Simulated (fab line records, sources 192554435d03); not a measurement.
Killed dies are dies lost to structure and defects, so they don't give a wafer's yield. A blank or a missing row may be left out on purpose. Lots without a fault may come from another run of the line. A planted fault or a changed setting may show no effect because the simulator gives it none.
A struck lot beside a sound one | flow n5_finfet | 16 steps out of a route of 1938
Sound: wafers L668.1, L668.3, L668.5. Struck: wafers L658.1, L658.2. (L658.5 of the same lot was not struck and is left out.) The cause comes at the end.
At each step with rows: each side's tool, then ch and its chambers, then its first start. Under that, the readings that differ: sound wafers | struck wafers | difference of the means | sigmas: that difference in standard deviations of wafers without a fault.
alike: readings whose means differ by less than 2 such deviations, and words and numbers that are the same on both sides. not compared: withheld readings, readings that some wafer has no value for, bounds like >300 that may hide the same value, and numbers for which the record gives no deviation and whose values overlap.
The two part at a step that has a row with sigmas, a row that says differs or no value, or rows on one side only. Numbers that don't overlap but have no deviation are shown without sigmas and don't part them. A reading that every wafer of one side lacks parts them only if that side has two wafers or more.

first, 1 step without rows for these wafers: N5_BEOL_M0_DEGAS_112 (time 60 s).
N5_BEOL_M0_PRE_CLEAN_113: time 30 s.
  sound on pvd_sputter-01, day 9 23:26; struck on pvd_sputter-01, day 6 23:26
  alike: heater_power_w
N5_BEOL_M0_ALD_136: deposits TaN, pulse time 2 s, purge time 3 s, co reactant purge time 2 s.
  sound on ald_metal-01 ch 0,1,2, day 9 23:30; struck on ald_metal-03 ch 0,1, day 6 23:29
  alike: chamber_pressure_Torr, heater_power_w, mfc_carrier_sccm
then, 2 steps without rows for these wafers: N5_BEOL_M0_SURFACE_TREAT_137; N5_BEOL_M0_CVD_115 (deposits Co from CCTBA/H2, time 120 s).
N5_BEOL_M0_SPUTTER_116: material Cu, target thk 4 nm, time 7.37 s.
  sound on pvd_sputter-01, day 10 00:13; struck on pvd_sputter-01, day 7 00:01
  alike: throttle_valve_pct
then, 1 step without rows for these wafers: N5_BEOL_M0_ANNEAL_117 (time 60 s).
N5_BEOL_M0_SPUTTER_132: material Cu, target thk 4 nm, time 7.37 s.
  sound on pvd_sputter-01, day 10 00:20; struck on pvd_sputter-01, day 7 00:08
  alike: throttle_valve_pct
N5_BEOL_M0_ANNEAL_133: time 60 s.
  sound on pvd_sputter-01, day 10 00:25; struck on pvd_sputter-01, day 7 00:13
  alike: heater_power_w
then, 3 steps without rows for these wafers: N5_BEOL_M0_SPUTTER_134 (material Cu, target thk 4 nm, time 7.37 s); N5_BEOL_M0_ANNEAL_135 (time 60 s); N5_BEOL_M0_SPUTTER_141 (material Cu, target thk 4 nm, time 7.37 s).
N5_BEOL_M0_ECD_118: material Cu, target thk 300 nm.
  sound on ecd_cu-02 ch 0,1, day 10 00:42; struck on ecd_cu-01 ch 0,1, day 7 00:29
  reading                                 | sound             | struck    | difference | sigmas
  model.Cu_of_BEOL_M0_ECD_118.thk_nm (nm) | 298.4 298.2 297.8 | 389 385.6 | +89        |
then, 1 step without rows for these wafers: N5_BEOL_M0_ANNEAL_119 (time 90 s).
N5_BEOL_M0_CMP_120: polishes, stops on SiOC, t overpolish 6.9 s.
  sound on cmp-01 ch 1,2,3, day 10 02:02; struck on cmp-01 ch 1,3, day 7 00:54
  reading                | sound    | struck | difference | sigmas
  time_to_endpoint_s (s) | 67 55 60 | 76 82  | +18        | +4
  alike: motor_current_A, retaining_ring_pressure_frac
-- the record jumps here: 2 days lie between the struck wafers' starts before and after (it left off in module BEOL_M0 and takes up again in module BEOL_M4, whose first step shown is number 1111 of the route) --
N5_BEOL_M4_RC_MEAS_101:
  sound on prober-02 ch 0, day 12 20:53; struck on prober-02 ch 0, day 9 05:48
  alike: DIBL_N, DIBL_P, IOFF_N, IOFF_P, ION_N, ION_P, SS_N, SS_P, VT_N, VT_P

WHERE THEY PART
Only at N5_BEOL_M0_CMP_120, within this record. Later steps at which nothing parts them and some readings are alike: N5_BEOL_M4_RC_MEAS_101.

WHY: what the simulator had put in
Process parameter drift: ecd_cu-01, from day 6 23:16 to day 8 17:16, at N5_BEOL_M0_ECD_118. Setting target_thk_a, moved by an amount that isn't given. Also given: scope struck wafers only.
